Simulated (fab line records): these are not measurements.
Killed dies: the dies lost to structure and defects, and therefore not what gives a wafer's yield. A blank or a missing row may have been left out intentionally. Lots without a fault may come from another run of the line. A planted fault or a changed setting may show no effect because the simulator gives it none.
A sampling plan put to the test -- flow nand_harc -- one line in one fab, 48 faults in these records, each fault weighed on the records of the lots it struck
Plan = the line's own looks (route steps where a gauge or an inspection reads the wafer without altering it). A look can be judged if struck wafers have a number there and the file gives its usual mean and standard deviation on fault-free wafers. Caught: a look later than the fault's first step finds the struck wafers' mean 4 or more of those standard deviations (sigma) from the usual mean. On the tool: here the same test is run on the tool's own readings at the fault's steps. A different recipe on the struck wafers counts as caught too, as does a record blank only for those wafers.

## THE FAULTS, as the simulator had put them in
1. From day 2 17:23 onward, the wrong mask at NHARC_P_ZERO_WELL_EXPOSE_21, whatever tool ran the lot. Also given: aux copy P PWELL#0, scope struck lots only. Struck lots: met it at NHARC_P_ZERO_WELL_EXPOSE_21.
2. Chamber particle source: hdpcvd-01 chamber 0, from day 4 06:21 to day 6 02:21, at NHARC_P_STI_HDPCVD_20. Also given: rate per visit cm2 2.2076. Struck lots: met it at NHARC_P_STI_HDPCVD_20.
3. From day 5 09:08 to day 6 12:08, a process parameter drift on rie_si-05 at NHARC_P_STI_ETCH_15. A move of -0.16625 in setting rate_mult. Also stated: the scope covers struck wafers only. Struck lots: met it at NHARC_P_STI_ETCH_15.
4. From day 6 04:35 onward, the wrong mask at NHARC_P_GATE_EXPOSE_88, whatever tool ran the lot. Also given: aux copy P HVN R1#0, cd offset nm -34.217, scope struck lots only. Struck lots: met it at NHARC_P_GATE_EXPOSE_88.
5. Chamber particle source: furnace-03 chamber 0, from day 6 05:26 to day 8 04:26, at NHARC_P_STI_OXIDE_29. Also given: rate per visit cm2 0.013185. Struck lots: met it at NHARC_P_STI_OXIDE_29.
6. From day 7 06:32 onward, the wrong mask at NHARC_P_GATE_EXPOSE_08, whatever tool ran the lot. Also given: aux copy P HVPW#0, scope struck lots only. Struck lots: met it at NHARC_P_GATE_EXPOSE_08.
7. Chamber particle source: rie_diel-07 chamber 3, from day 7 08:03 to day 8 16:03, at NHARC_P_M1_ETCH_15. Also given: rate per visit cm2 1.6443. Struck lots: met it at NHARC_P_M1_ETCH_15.
8. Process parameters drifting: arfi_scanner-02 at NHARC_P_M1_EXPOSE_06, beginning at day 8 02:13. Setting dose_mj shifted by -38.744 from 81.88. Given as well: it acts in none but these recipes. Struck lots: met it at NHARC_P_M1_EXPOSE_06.
9. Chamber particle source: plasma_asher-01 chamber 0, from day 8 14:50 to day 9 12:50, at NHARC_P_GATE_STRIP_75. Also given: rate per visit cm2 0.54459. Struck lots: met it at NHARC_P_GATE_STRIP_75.
10. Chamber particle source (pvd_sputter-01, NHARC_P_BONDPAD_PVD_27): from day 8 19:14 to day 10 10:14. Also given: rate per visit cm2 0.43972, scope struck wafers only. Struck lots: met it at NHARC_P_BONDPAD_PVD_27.
11. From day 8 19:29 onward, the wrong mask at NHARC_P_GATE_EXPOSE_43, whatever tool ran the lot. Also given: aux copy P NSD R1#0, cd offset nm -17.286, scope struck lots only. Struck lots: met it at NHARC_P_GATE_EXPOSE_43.
12. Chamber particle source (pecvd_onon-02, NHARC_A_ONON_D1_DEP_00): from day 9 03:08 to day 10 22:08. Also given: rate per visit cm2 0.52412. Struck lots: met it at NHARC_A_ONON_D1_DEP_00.
13. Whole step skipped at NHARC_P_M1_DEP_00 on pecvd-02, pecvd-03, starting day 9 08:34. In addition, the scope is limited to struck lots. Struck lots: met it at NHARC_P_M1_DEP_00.
14. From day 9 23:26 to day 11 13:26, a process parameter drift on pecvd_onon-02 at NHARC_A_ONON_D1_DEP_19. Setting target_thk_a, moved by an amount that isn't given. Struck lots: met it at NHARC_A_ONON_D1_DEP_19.
15. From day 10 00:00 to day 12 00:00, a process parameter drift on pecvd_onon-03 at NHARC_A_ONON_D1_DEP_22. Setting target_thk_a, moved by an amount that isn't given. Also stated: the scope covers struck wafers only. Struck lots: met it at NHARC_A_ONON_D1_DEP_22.
16. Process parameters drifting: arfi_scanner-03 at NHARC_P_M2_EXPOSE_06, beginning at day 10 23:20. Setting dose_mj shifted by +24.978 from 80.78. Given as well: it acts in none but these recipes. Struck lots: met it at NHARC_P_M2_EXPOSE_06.
17. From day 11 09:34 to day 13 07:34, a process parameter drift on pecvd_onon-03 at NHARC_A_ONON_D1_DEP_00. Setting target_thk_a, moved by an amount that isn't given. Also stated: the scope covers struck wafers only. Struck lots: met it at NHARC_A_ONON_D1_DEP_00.
18. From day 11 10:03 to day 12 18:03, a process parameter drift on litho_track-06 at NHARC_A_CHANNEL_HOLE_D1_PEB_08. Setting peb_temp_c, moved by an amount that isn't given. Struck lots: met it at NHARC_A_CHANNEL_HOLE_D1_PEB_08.
19. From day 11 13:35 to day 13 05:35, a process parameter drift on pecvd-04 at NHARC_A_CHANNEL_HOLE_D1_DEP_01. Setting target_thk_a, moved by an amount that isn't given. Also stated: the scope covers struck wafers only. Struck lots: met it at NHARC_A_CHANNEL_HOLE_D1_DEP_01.
20. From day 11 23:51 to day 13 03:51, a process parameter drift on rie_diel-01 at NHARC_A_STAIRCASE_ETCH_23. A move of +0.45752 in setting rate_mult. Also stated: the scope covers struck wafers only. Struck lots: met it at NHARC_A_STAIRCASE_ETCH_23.
21. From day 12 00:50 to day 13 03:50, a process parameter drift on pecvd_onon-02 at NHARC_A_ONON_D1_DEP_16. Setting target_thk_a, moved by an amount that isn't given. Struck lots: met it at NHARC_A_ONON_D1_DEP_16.
22. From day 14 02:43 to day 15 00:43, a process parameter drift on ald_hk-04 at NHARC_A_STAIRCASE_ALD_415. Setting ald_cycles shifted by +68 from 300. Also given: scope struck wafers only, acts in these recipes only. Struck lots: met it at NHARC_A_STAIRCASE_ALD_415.
23. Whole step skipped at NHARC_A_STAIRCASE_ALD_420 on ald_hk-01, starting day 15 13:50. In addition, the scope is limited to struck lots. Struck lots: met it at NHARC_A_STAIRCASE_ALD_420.
24. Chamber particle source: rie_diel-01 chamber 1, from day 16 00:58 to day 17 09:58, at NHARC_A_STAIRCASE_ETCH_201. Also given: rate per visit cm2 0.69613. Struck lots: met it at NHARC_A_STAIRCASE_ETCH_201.
25. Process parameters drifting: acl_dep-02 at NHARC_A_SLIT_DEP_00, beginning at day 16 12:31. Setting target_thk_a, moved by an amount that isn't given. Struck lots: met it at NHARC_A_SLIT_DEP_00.
26. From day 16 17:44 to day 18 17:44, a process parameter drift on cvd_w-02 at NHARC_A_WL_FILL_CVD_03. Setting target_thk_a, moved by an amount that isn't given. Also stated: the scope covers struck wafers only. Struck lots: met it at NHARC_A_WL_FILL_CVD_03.
27. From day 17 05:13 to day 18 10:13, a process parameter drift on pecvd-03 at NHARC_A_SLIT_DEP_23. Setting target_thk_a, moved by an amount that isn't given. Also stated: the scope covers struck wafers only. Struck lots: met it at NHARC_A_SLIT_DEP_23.
28. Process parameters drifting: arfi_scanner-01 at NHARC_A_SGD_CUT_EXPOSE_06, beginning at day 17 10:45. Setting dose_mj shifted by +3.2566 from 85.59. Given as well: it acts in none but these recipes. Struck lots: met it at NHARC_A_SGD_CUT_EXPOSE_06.
29. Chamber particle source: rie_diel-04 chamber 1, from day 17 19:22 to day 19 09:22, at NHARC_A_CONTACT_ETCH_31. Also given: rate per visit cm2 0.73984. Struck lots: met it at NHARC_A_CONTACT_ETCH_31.
30. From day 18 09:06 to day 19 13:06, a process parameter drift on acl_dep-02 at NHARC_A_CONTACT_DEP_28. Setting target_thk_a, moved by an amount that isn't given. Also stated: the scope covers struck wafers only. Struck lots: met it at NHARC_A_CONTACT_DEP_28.
31. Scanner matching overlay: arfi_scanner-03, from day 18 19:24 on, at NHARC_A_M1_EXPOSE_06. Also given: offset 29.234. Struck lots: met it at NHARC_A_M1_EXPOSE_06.
32. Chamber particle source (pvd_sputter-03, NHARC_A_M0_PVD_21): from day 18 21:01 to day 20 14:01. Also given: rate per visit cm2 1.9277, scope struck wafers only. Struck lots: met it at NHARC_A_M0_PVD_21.
33. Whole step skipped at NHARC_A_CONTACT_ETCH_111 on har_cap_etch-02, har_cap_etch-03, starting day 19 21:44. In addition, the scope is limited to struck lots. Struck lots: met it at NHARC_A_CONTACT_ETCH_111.
34. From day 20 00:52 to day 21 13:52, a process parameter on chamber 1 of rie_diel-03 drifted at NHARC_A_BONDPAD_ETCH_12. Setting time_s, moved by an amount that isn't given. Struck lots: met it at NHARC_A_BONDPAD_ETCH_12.
35. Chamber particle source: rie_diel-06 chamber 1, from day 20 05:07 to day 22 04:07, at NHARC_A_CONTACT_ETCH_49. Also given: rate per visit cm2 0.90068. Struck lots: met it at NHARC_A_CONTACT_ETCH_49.
36. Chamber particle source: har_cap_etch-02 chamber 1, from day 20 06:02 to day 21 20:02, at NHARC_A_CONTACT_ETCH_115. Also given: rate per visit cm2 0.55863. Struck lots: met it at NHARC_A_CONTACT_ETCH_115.
37. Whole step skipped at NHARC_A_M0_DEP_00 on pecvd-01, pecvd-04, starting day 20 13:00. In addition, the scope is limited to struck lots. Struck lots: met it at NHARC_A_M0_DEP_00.
38. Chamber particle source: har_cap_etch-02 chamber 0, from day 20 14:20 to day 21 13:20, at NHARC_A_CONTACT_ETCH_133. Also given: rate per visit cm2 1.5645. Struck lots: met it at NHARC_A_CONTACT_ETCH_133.
39. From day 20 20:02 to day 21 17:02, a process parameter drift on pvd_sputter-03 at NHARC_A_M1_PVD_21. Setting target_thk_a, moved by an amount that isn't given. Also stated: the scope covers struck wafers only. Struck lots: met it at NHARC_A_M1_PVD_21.
40. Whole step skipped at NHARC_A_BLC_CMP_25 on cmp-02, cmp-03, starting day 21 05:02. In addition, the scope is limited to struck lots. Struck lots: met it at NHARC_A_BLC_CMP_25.
41. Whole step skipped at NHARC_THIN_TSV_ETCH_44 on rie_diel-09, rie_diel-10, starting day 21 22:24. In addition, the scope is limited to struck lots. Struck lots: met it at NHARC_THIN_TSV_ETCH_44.
42. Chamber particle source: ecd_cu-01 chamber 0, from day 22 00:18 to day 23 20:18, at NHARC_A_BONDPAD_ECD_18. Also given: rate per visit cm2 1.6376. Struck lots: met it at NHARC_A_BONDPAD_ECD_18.
43. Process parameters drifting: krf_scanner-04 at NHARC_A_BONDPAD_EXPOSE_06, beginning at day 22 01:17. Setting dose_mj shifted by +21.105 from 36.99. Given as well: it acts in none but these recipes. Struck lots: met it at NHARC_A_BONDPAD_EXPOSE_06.
44. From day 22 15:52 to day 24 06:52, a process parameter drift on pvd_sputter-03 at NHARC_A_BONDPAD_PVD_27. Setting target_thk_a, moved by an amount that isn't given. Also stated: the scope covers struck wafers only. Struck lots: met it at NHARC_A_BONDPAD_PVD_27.
45. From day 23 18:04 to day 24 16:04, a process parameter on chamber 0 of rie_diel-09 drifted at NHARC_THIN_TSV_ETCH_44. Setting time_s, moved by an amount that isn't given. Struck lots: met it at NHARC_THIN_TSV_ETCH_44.
46. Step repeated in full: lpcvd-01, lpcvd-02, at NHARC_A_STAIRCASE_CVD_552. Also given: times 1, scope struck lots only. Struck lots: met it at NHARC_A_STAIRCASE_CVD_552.
47. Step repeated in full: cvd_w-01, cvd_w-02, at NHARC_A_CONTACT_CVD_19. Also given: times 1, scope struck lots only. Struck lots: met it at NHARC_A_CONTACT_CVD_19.
48. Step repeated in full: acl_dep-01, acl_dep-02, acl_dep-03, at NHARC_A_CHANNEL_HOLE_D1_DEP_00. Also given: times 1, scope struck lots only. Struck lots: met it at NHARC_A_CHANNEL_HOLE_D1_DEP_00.

## WHAT THE PLAN SAW
fault,on the tool itself,first look that catches it,"reading, sigma",median hours from its first step to that look,hours from the fault's start to the first struck lot there,judged looks passed uncaught
1,no reading that can be judged,NHARC_END_SORT_01,killed_at_periphery +99 or beyond,486.9,487,0
2,no reading that can be judged,NHARC_END_SORT_01,killed_at_periphery +35,460.4,461,1
3,oes_product_au -9.6 sigma,NHARC_P_STI_OCD_MEAS_17,trench_depth_nm -10,0.3,3,0
4,under 2 sigma,NHARC_P_GATE_CD_MEAS_91,cd_nm -20,0.2,4,0
5,under 2 sigma,none of the 2 looks that can be judged after it,"strongest: killed_at_periphery at NHARC_END_SORT_01, +3.0",-,-,2
6,under 2 sigma,NHARC_END_SORT_01,killed_at_periphery +99 or beyond,388.4,388,0
7,under 2 sigma,NHARC_END_SORT_01,killed_at_periphery +39,389.7,410,0
8,exposure_dose_mJ_cm2 -99 or beyond sigma,NHARC_P_M1_CD_MEAS_09,cd_nm -41,0.1,20,0
9,under 2 sigma,NHARC_END_SORT_01,killed_at_periphery +31,391.1,393,2
10,under 2 sigma,NHARC_END_SORT_01,killed_at_periphery +28,360.1,377,1
11,no reading that can be judged,NHARC_P_GATE_CD_MEAS_46,cd_nm -11,0.2,4,0
12,no reading that can be judged,none of the 3 looks that can be judged after it,"strongest: killed_at_array at NHARC_END_SORT_01, +3.7",-,-,3
13,the tool's record is blank for the struck wafers,NHARC_END_SORT_01,killed_at_periphery +99 or beyond,360.1,367,0
14,no reading that can be judged,NHARC_A_ONON_D1_THK_MEAS_21,thk_nm +51,0.5,10,0
15,under 2 sigma,NHARC_A_ONON_D1_THK_MEAS_24,thk_nm +54,0.3,10,0
16,exposure_dose_mJ_cm2 +99 or beyond sigma,NHARC_P_M2_CD_MEAS_09,cd_nm +26,0.1,5,0
17,under 2 sigma,NHARC_A_ONON_D1_THK_MEAS_02,thk_nm -39,0.5,13,0
18,plate_temp_C +12 sigma,NHARC_A_CHANNEL_HOLE_D1_CD_MEAS_10,cd_nm +7.1,0.1,4,0
19,under 2 sigma,NHARC_END_SORT_01,killed_dies +57,317.3,325,0
20,oes_product_au +16 sigma,NHARC_END_SORT_01,killed_at_array +58,266.1,265,0
21,under 2 sigma,NHARC_A_ONON_D1_THK_MEAS_18,thk_nm +54,0.5,7,0
22,under 2 sigma,NHARC_END_SORT_01,killed_at_array +58,216.7,225,0
23,the tool's record is blank for the struck wafers,NHARC_END_SORT_01,killed_at_array +58,221.3,218,0
24,under 2 sigma,NHARC_END_SORT_01,killed_dies +6.8,242.2,243,1
25,under 2 sigma,NHARC_END_SORT_01,killed_dies +58,175.5,180,0
26,under 2 sigma,NHARC_END_SORT_01,killed_dies +35,146.8,193,0
27,under 2 sigma,NHARC_END_SORT_01,killed_dies +51,167.6,181,0
28,exposure_dose_mJ_cm2 +28 sigma,none of the 2 looks that can be judged after it,"strongest: cd_nm at NHARC_A_SGD_CUT_CD_MEAS_09, +3.2",-,-,2
29,under 2 sigma,NHARC_END_SORT_01,killed_at_array +5.0,142.9,136,0
30,under 2 sigma,NHARC_END_SORT_01,killed_at_array +59,121.2,123,0
31,no reading that can be judged,NHARC_A_M1_OVL_MEAS_10,overlay_x_nm +26,0.2,19,0
32,under 2 sigma,NHARC_END_SORT_01,sort_bin_3_pct +31,91.1,108,0
33,the tool's record is blank for the struck wafers,NHARC_END_SORT_01,killed_dies +58,114.6,114,0
34,run_length_s -99 or beyond sigma,NHARC_END_SORT_01,sort_bin_2_pct +99 or beyond,76.8,82,0
35,under 2 sigma,NHARC_END_SORT_01,killed_dies +8.7,112.4,125,1
36,no reading that can be judged,NHARC_END_SORT_01,killed_at_array +5.4,113.4,129,0
37,the tool's record is blank for the struck wafers,NHARC_END_SORT_01,sort_bin_2_pct +99 or beyond,83.3,91,1
38,the tool's record is blank for the struck wafers,NHARC_END_SORT_01,killed_dies +8.7,103.0,115,0
39,only faintly: throttle_valve_pct -2.1 sigma,NHARC_END_SORT_01,sort_bin_2_pct +99 or beyond,79.0,85,1
40,the tool's record is blank for the struck wafers,NHARC_A_BLC_INSPECT_28,raw_defect_count +52,0.4,8,0
41,the tool's record is blank for the struck wafers,NHARC_END_SORT_01,killed_at_other +99 or beyond,43.0,36,0
42,no reading that can be judged,NHARC_END_SORT_01,sort_bin_2_pct +48,66.4,87,0
43,exposure_dose_mJ_cm2 +99 or beyond sigma,NHARC_A_BONDPAD_CD_MEAS_09,cd_nm +6.8,0.2,0,0
44,under 2 sigma,NHARC_END_SORT_01,sort_bin_2_pct +99 or beyond,69.7,75,0
45,run_length_s -99 or beyond sigma,NHARC_END_SORT_01,killed_at_other +99 or beyond,51.7,56,0
46,no reading that can be judged,NHARC_END_SORT_01,killed_dies +58,211.0,-,0
47,under 2 sigma,not the one look that can be judged after it,-,-,-,1
48,under 2 sigma,NHARC_END_SORT_01,killed_dies +58,344.6,-,0
A dash: the fault is not caught, or the number is missing from these records.

Caught at a look: 44 of 48. Caught on the tool: 16 of 48. By one or the other: 45 of 48.
Caught on the tool alone: fault 28.
Caught at a look alone: faults 1, 2, 4, 6, 7, 9, 10, 11, 14, 15, 17, 19, 21, 22, 24, 25, 26, 27, 29, 30, 31, 32, 35, 36, 39, 42, 44, 46, 48.
Caught by neither: faults 5, 12, 47.

## THINNER SAMPLING
In the worst case, this is how late the first struck lot would be measured if the look that catches a fault measured only every second or every third lot, by lot number:
fault,"struck lots at that look, in order of time",every lot,every second lot,every third lot
1,L298,487 h,may miss it,may miss it
2,"L980, L979, L981, L982",461 h,470 h,475 h
3,"L527, L528, L530",3 h,8 h,may miss all 3
4,L877,4 h,may miss it,may miss it
6,L136,388 h,may miss it,may miss it
7,L936,410 h,may miss it,may miss it
8,"L297, L298",20 h,24 h,may miss all 2
9,"L828, L830",393 h,may miss all 2,may miss all 2
10,"L630, L629",377 h,383 h,may miss all 2
11,L980,4 h,may miss it,may miss it
13,"L151, L150, L152",367 h,375 h,375 h
14,"L717, L720",10 h,23 h,may miss all 2
15,"L630, L631, L633",10 h,23 h,may miss all 3
16,"L142, L145",5 h,28 h,may miss all 2
17,"L694, L697",13 h,30 h,may miss all 2
18,"L604, L608",4 h,may miss all 2,may miss all 2
19,"L481, L486",325 h,342 h,may miss all 2
20,"L468, L469, L471",265 h,283 h,may miss all 3
21,"L474, L475",7 h,16 h,may miss all 2
22,"L929, L928",225 h,241 h,may miss all 2
23,"L395, L394",218 h,226 h,may miss all 2
24,L346,243 h,may miss it,may miss it
25,"L453, L454",180 h,188 h,may miss all 2
26,L564,193 h,may miss it,may miss it
27,"L212, L214",181 h,may miss all 2,may miss all 2
29,"L677, L674",136 h,143 h,may miss all 2
30,"L469, L466",123 h,135 h,may miss all 2
31,"L682, L686, L685",19 h,52 h,may miss all 3
32,"L172, L173",108 h,126 h,may miss all 2
33,"L720, L719, L721",114 h,122 h,122 h
34,"L526, L525, L524",82 h,99 h,105 h
35,"L751, L753, L755",125 h,may miss all 3,146 h
36,"L416, L420",129 h,may miss all 2,may miss all 2
37,"L828, L824, L827",91 h,99 h,may miss all 3
38,"L407, L404",115 h,116 h,may miss all 2
39,"L189, L193",85 h,may miss all 2,may miss all 2
40,"L417, L420",8 h,9 h,may miss all 2
41,"L458, L453, L457",36 h,43 h,51 h
42,"L320, L323",87 h,98 h,may miss all 2
43,"L222, L227, L229",0 h,18 h,35 h
44,L782,75 h,may miss it,may miss it
45,L332,56 h,may miss it,may miss it
Hours: fault start to first struck lot measured. 4 sigma limit: tested on the pooled struck wafers, so a lone lot may be under it. Other struck lots may not be in these records.

## THE LONGEST TIMED WAY FROM STEP TO LOOK
Fault 1: a median of 486.9 hours passes between NHARC_P_ZERO_WELL_EXPOSE_21 and NHARC_END_SORT_01. No look between them can be judged.
